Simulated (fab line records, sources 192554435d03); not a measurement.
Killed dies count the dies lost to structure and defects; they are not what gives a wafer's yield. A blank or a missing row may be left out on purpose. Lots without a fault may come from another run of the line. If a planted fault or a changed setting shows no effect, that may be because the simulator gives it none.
A single fault, viewed from 2 desks + flow n5-finfet + each desk holds nothing but its own numbers, with what lay behind them at the end

## DESK OF THE TOOL OWNER: pvd-sputter-03
The tool's own readings at N5_BEOL_M15_SPUTTER_44 (material Ta, target thk 15 nm, time 24.19 s): means of the sampled wafers that have a number, for each lot that ran on this tool. Marked OUT: a lot whose mean sits more than 4 standard deviations from the usual mean, which makes it out of limits; the brackets give that distance.
Columns: A = susceptor-temp-C at N5_BEOL_M15_SPUTTER_44, usual 50.01 C; B = throttle-valve-pct at N5_BEOL_M15_SPUTTER_44, usual 30.1 %
| lot  | first seen here | A     | B    |
|------|-----------------|-------|------|
| L322 | day 12 08:17    | 50.12 | 28.8 |
| L329 | day 15 01:13    | 49.98 | 28.5 |
| L334 | day 16 03:19    | 49.96 | 28.5 |
Finding of this desk: none of the 3 lots has anything out of limits.

## AT THE METROLOGY DESK
Means of the sampled wafers that have a number, per lot and without regard to the tool the lot ran on: this is what the gauges read. Marked OUT: a lot whose mean sits more than 4 standard deviations from the usual mean, which makes it out of limits; the brackets give that distance.
Columns: A = M15_THK at N5_BEOL_M15_THK_MEAS_50, usual 836 nm
| lot  | first seen here | A   |
|------|-----------------|-----|
| L322 | day 12 09:20    | 835 |
| L323 | day 12 09:26    | 837 |
| L329 | day 15 02:16    | 832 |
| L334 | day 16 04:58    | 841 |
| L343 | day 18 15:34    | 836 |
| L344 | day 19 12:40    | 831 |
Finding of this desk: none of the 6 lots has anything out of limits.

## BROUGHT TOGETHER
The desk of the tool owner found nothing out of limits.
Nothing out of limits was seen by the metrology desk.

## WHAT WAS PUT IN BY THE SIMULATOR
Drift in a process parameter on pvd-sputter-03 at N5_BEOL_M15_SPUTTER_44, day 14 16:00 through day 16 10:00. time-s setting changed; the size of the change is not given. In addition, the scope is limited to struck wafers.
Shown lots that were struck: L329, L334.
